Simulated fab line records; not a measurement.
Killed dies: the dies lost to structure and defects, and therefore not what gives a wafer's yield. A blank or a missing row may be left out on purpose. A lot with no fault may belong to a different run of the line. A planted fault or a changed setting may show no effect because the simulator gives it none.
2 desks looking at one fault    flow n5_finfet    each desk has only its own numbers; what lay behind them comes last

== FROM THE METROLOGY DESK ==
What the gauges read, lot by lot, whatever tool the lot ran on: means of the sampled wafers that have a number. Any lot whose mean is over 4 standard deviations away from the usual mean is out of limits and marked OUT; that distance is given in the brackets.
Columns: A = cd_nm at N5_BEOL_M14_CD_MEAS_28, usual 283.4 nm
lot   first seen here  A
L402  day 10 14:37     285.3
L404  day 11 07:54     282.1
L406  day 11 17:23     281.3
L408  day 12 16:54     285.6
L411  day 13 16:14     283.7
L414  day 13 20:31     284.5
L416  day 14 15:56     282.5
L418  day 15 11:27     285.4
L422  day 16 03:50     285.3
L424  day 16 10:52     281.0
L423  day 16 12:01     283.3
Finding of this desk: none of the 11 lots has anything out of limits.

== TOOL OWNER'S DESK, rie_diel-06 ==
The tool's own readings at N5_BEOL_M14_ETCH_67 (etches SiARC in CF4, target depth 143 nm, time 238.3 s): means of the sampled wafers that have a number, for each lot that ran on this tool. Any lot whose mean is over 4 standard deviations away from the usual mean is out of limits and marked OUT; that distance is given in the brackets.
Columns: A = drypump_motor_current_A at N5_BEOL_M14_ETCH_67, usual 5.4 A; B = etch_rf_on_time_s at N5_BEOL_M14_ETCH_67, usual 239 s; C = oes_product_au at N5_BEOL_M14_ETCH_67, usual 0.67 a.u.; D = rf_vpp_V at N5_BEOL_M14_ETCH_67, usual 183.9 V; E = showerhead_plenum_p_Torr at N5_BEOL_M14_ETCH_67, usual 2.13 Torr; F = throttle_valve_pct at N5_BEOL_M14_ETCH_67, usual 15.61 %
lot   first seen here  A    B              C     D      E     F
L402  day 10 14:58     5.0  238            0.65  185.3  2.11  15.61
L404  day 11 08:53     5.3  237            0.66  183.9  2.13  15.68
L406  day 11 17:31     5.1  242            0.64  183.2  2.10  15.62
L408  day 12 17:02     5.1  238            0.66  183.2  2.09  15.56
L411  day 13 16:21     5.0  169 (-11) OUT  0.78  183.8  2.10  15.67
L414  day 13 20:38     5.3  171 (-11) OUT  0.77  184.2  2.17  15.80
This desk's finding: out of limits on L411, L414; first on L411, day 13 16:21 (etch_rf_on_time_s at N5_BEOL_M14_ETCH_67). L402, L404, L406, L408 stayed within limits.

== PUT TOGETHER ==
An alarm could have come from the tool owner's desk at day 13 16:21, on L411, L414.
At the metrology desk, nothing out of limits was observed.
The metrology desk holds a record of L411, L414, inside its limits.
On rie_diel-06, each named lot ran N5_BEOL_M14_ETCH_67.

== WHAT THE SIMULATOR HAD INSERTED ==
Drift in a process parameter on rie_diel-06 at N5_BEOL_M14_ETCH_67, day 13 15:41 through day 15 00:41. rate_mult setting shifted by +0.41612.
Shown lots that were struck: L411, L414.
Time in hours from fault onset to the first out-of-limits reading at each desk: the tool owner's desk, 1.
